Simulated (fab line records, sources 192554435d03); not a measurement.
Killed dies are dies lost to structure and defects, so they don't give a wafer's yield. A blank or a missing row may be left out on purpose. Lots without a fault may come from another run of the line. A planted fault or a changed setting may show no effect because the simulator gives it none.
A struck lot beside a sound one | flow n5_finfet | 37 steps out of a route of 1938
Sound: wafers L476.1, L476.2, L476.5. Struck: wafer L466.6. (L466.4, L466.5 of the same lot were not struck and are left out.) The cause comes at the end.
At each step with rows: each side's tool, then ch and its chambers, then its first start. Under that, the readings that differ: sound wafers | struck wafers | difference of the means | sigmas: that difference in standard deviations of wafers without a fault.
alike: readings whose means differ by less than 2 such deviations, and words and numbers that are the same on both sides. not compared: withheld readings, readings that some wafer has no value for, bounds like >300 that may hide the same value, and numbers for which the record gives no deviation and whose values overlap.
The two part at a step that has a row with sigmas, a row that says differs or no value, or rows on one side only. Numbers that don't overlap but have no deviation are shown without sigmas and don't part them. A reading that every wafer of one side lacks parts them only if that side has two wafers or more.

first, 11 steps without rows for these wafers: N5_FIN_SAQP_RECESS_75 (chemistry HF/NH3, target SiO2, target depth 14.4 nm, afs cycles 3, sublimation time 60 s); N5_FIN_SAQP_SPACER1_ALD_24 (deposits SiO2, target thk 20.3 nm, pulse time 1 s, purge time 2 s); N5_FIN_SAQP_SPACER1_ETCHBACK_25 (etches SiO2 in CHF3/O2, target depth 24.4 nm, time 12.2 s); N5_FIN_SAQP_MANDREL1_REMOVE_56 (chemistry HBr/Cl2/O2, target a-Si, stops on SiNx, bt time 10 s); N5_FIN_SAQP_ETCH_57 (etches SiNx in CH3F/O2, target depth 32.5 nm, time 46.4 s); N5_FIN_SAQP_ETCH_65 (etches SiO2 in CF4, target depth 4 nm, time 4.4 s); N5_FIN_SAQP_MANDREL_ETCH_58 (etches a-Si in HBr/Cl2, stops on SiNx, target depth 45 nm, bt time 10 s, time 27 s); N5_FIN_SAQP_RECESS_63 (chemistry HF/NH3, target SiO2, target depth 18 nm, afs cycles 3, sublimation time 60 s); N5_FIN_SAQP_COAT_68 (time 60 s, resist thk 100 nm); N5_FIN_SAQP_ETCH_69 (etches SOC in N2/H2, stops on SiNx, target depth 150 nm); N5_FIN_SAQP_ETCH_67 (etches SiNx in CH3F/O2, target depth 30 nm).
N5_FIN_SAQP_STRIP_70: strips in N2/H2.
  sound on rie_diel-05 ch 1,2, day 7 18:38; struck on rie_diel-02 ch 0, day 5 09:30
  alike: drypump_motor_current_A, oes_product_au, rf_vpp_V, showerhead_plenum_p_Torr, throttle_valve_pct
  not compared: rf_hours_counter_h
then, 12 steps without rows for these wafers: N5_FIN_SAQP_RECESS_71 (chemistry HF/NH3, target SiO2, target depth 3 nm, afs cycles 1, sublimation time 60 s); N5_FIN_SAQP_SPACER2_ALD_28 (deposits SiO2, target thk 8.1 nm, pulse time 1 s, purge time 2 s); N5_FIN_SAQP_SPACER2_ETCHBACK_29 (etches SiO2 in CHF3/O2, target depth 12.2 nm, time 6.1 s); N5_FIN_SAQP_MANDREL2_REMOVE_60 (chemistry HBr/Cl2/O2, target a-Si, stops on SiNx, bt time 10 s); N5_FIN_SAQP_HM_OPEN_33 (chemistry CH3F/O2, target SiNx, target depth 49.4 nm, time 70.6 s); N5_FIN_SAQP_ETCH_34 (etches SiO2 in C4F6/O2, target depth 45 nm, time 15 s); N5_FIN_SAQP_STRIP_77 (strips in N2/H2, time 90 s); N5_FIN_SAQP_ETCH_64 (etches SiO2 in CF4, target depth 1.5 nm); N5_FIN_SAQP_FIN_ETCH_36 (etches the open film in HBr/Cl2/O2, target depth 120 nm, time 50.4 s); N5_FIN_SAQP_PRECLEAN_38 (cleans in O3/DIW, time 45 s); N5_FIN_SAQP_PRECLEAN_45 (cleans in dHF, time 10 s); N5_FIN_SAQP_SRD_39 (time 30 s).
N5_FIN_SAQP_INSPECT_40: inspects for defects (brightfield).
  sound on defect_inspect-01, day 7 21:30; struck on defect_inspect-02, day 5 10:56
  reading          | sound       | struck | difference | sigmas
  raw_defect_count | 236 192 306 | 569    | +324       | +5
then, 9 steps without rows for these wafers: N5_FIN_CUT_COAT_18 (time 60 s, resist thk 230 nm); N5_FIN_CUT_COAT_19 (time 60 s, resist thk 20 nm); N5_FIN_CUT_COAT_29 (time 60 s, resist thk 10 nm); N5_FIN_CUT_COAT_02 (resist thk 30 nm); N5_FIN_CUT_EBR_04; N5_FIN_CUT_SOFTBAKE_03 (time 60 s); N5_FIN_CUT_EXPOSE_05 (exposes mask FIN CUT); N5_FIN_CUT_PEB_06 (peb time 60 s); N5_FIN_CUT_DEVELOP_07 (develop time 30 s).
N5_FIN_CUT_INSPECT_10: inspects for defects (brightfield).
  sound on defect_inspect-01, day 7 22:01; struck on defect_inspect-01, day 5 11:27
  reading          | sound    | struck | difference | sigmas
  raw_defect_count | 47 37 41 | 324    | +282       | +26
-- the record jumps here: 8 days lie between the struck wafers' starts before and after (it left off in module FIN_CUT and takes up again in module BEOL_M4, whose first step shown is number 1111 of the route) --
N5_BEOL_M4_RC_MEAS_101:
  sound on prober-01 ch 0, day 16 17:10; struck on prober-02 ch 0, day 13 18:30
  reading   | sound          | struck | difference | sigmas
  VT_P (mV) | -249 -251 -252 | -242   | +9         | +2
  alike: DIBL_N, DIBL_P, IOFF_N, IOFF_P, ION_N, ION_P, SS_N, SS_P, VT_N
-- the record jumps here: 5 days lie between the struck wafers' starts before and after (it left off in module BEOL_M4 and takes up again in module PASSIVATION, whose first step shown is number 1936 of the route) --
N5_PASSIVATION_PROBE_49:
  the record has rows for the struck wafers here (prober-01, day 18 08:26) and none for the sound ones

WHERE THEY PART
First at N5_FIN_SAQP_INSPECT_40; last, within this record, at N5_PASSIVATION_PROBE_49.

WHY: what the simulator had put in
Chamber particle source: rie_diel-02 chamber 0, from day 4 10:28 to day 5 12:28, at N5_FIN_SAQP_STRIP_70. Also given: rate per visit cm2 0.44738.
